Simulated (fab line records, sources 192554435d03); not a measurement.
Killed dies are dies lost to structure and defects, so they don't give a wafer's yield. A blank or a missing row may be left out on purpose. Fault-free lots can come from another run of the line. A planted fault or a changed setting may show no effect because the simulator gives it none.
Split-lot trial    flow n5 finfet    21 wafers read from 7 lots, route of 1938 steps

THE SPLIT
At N5_SD_EPI_N_EPI_21 (deposits Si:P, time 690 s), the setting time s was moved away from the recipe's 690 s on 7 of the 21 wafers read, by -18.8% to +14.1%. For the rest of the wafers, this setting stayed at what the recipe calls for.

FROM THE SPLIT TO THE READING: what the file shows between them, 4 steps
- N5_SD_EPI_N_EPI_MEAS_23
- N5_SD_EPI_N_PRECLEAN_49: cleans in NF3:NH3, afs cycles 1, time 20 s, sublimation time 60 s (also split here: temp c)
- N5_SD_EPI_N_LINER_46: material SiNx, target thk 3 nm
- N5_SD_EPI_P_EPI_21: deposits SiGe:B, time 355 s

THE READING
Si-P_of_SD_EPI_N_EPI_21.thk nm (the simulator's own value, which no gauge read), in nm, at N5_SD_EPI_P_HM_STRIP_48 (strips SiNx in H3PO4, material SiNx, target depth 3 nm). No usual value for it is given in the file. Here, 14 wafers ran the recipe; their average is 58.3 nm with a standard deviation of 0.63 nm.

wafer   tool, chamber at the split  time s as run, s  against the recipe  Si-P_of_SD_EPI_N_EPI_21.thk nm, nm  against lot-mates on the recipe
L080.1  epi rpcvd-01, 0             690               recipe              57.8                                -
L080.2  epi rpcvd-01, 0             690               recipe              57.2                                -
L080.4  epi rpcvd-01, 0             690               recipe              58                                  -
L084.2  epi rpcvd-03, 0             777.2             +12.6%              63.4                                +4.4
L084.4  epi rpcvd-03, 0             777.2             +12.6%              63.2                                +4.2
L084.5  epi rpcvd-03, 0             690               recipe              59                                  -
L085.2  epi rpcvd-03, 0             690               recipe              58                                  -
L085.5  epi rpcvd-03, 0             690               recipe              58.8                                -
L085.6  epi rpcvd-03, 0             690               recipe              59                                  -
L090.2  epi rpcvd-01, 0             690               recipe              58.2                                -
L090.4  epi rpcvd-01, 0             690               recipe              57.6                                -
L090.5  epi rpcvd-01, 0             560.6             -18.8%              50.4                                -7.5
L093.1  epi rpcvd-01, 0             787               +14.1%              64                                  +6.0
L093.3  epi rpcvd-01, 0             690               recipe              58                                  -
L093.6  epi rpcvd-01, 0             787               +14.1%              63.4                                +5.4
L094.1  epi rpcvd-02, 0             690               recipe              59.4                                -
L094.4  epi rpcvd-02, 0             690               recipe              58.8                                -
L094.5  epi rpcvd-02, 0             690               recipe              58                                  -
L095.1  epi rpcvd-03, 0             609.2             -11.7%              54                                  -5.0
L095.2  epi rpcvd-03, 0             609.2             -11.7%              54.4                                -4.6
L095.4  epi rpcvd-03, 0             690               recipe              59                                  -

FIT RESULTS
A straight line over all 21 wafers: Si-P_of_SD_EPI_N_EPI_21.thk nm changes by +0.389 nm for each +1% of time s; r = +0.98; the points scatter about the line by 0.59 nm.
The same after taking each lot's own level away (the mean of its wafers on the recipe; 21 wafers): +0.39 nm for each +1%; r = +0.99; scatter 0.42 nm.
That fit puts the effect of the largest move of time s on the reading at 7.3 nm.
Measured against the standard deviation above, the lots' own levels, which go from 57.67 to 59.00 nm, span 2.1 times it.
The two slopes are in agreement: the lot-to-lot level therefore moves the slope only a little.
Check: for one of the wafers moved furthest among these (-18.8%), held out of the fit, the line's prediction against its lot-mates is -7.33 nm. It came out at -7.5 nm against them.

OTHER SPLITS APPLIED TO THESE WAFERS
Other splits were also applied to these wafers ahead of the reading. Each is held against what the fit with the lots' levels taken away leaves over:
other split on the same wafers        wafers away from the commonest value  r with Si-P_of_SD_EPI_N_EPI_21.thk nm (lot level and that fit taken away)
N5_ZERO_LAYER_PECVD_02 time s         9                                     -0.02
N5_ZERO_LAYER_COAT_05 spin rpm        4                                     +0.21
N5_ZERO_LAYER_EXPOSE_08 dose mj       6                                     +0.15
N5_FIN_SAQP_COAT_50 spin rpm          11                                    +0.17
N5_FIN_SAQP_EXPOSE_13 dose mj         5                                     -0.40
N5_FIN_SAQP_SPACER1_ALD_24 temp c     10                                    +0.24
N5_DUMMY_GATE_ETCH_37 source w        4                                     -0.04
N5_DUMMY_GATE_ETCH_31 target depth a  8                                     -0.30
N5_SD_EPI_N_PRECLEAN_49 temp c        8                                     +0.30

THE WHOLE CHAIN: every reading that the file lists as answering this split, in the file's order
step                     what it does                                            reading                                                                          change (the file's fit)                r (the file's)
N5_SD_EPI_N_EPI_21       deposits Si:P, time 690 s                               Si-P_of_SD_EPI_N_EPI_21.thk nm (the simulator's own value, which no gauge read)  +0.4 nm for each +1% of the setting    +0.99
N5_SD_EPI_N_EPI_MEAS_23                                                          thk nm                                                                           withheld for each +1% of the setting   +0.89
N5_SD_EPI_P_HM_STRIP_48  strips SiNx in H3PO4, material SiNx, target depth 3 nm  Si-P_of_SD_EPI_N_EPI_21.thk nm (the simulator's own value, which no gauge read)  +0.392 nm for each +1% of the setting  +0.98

THE FILE'S OWN FIT
Si-P_of_SD_EPI_N_EPI_21.thk nm changes by +0.392 nm for each +1% of time s, r = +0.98.
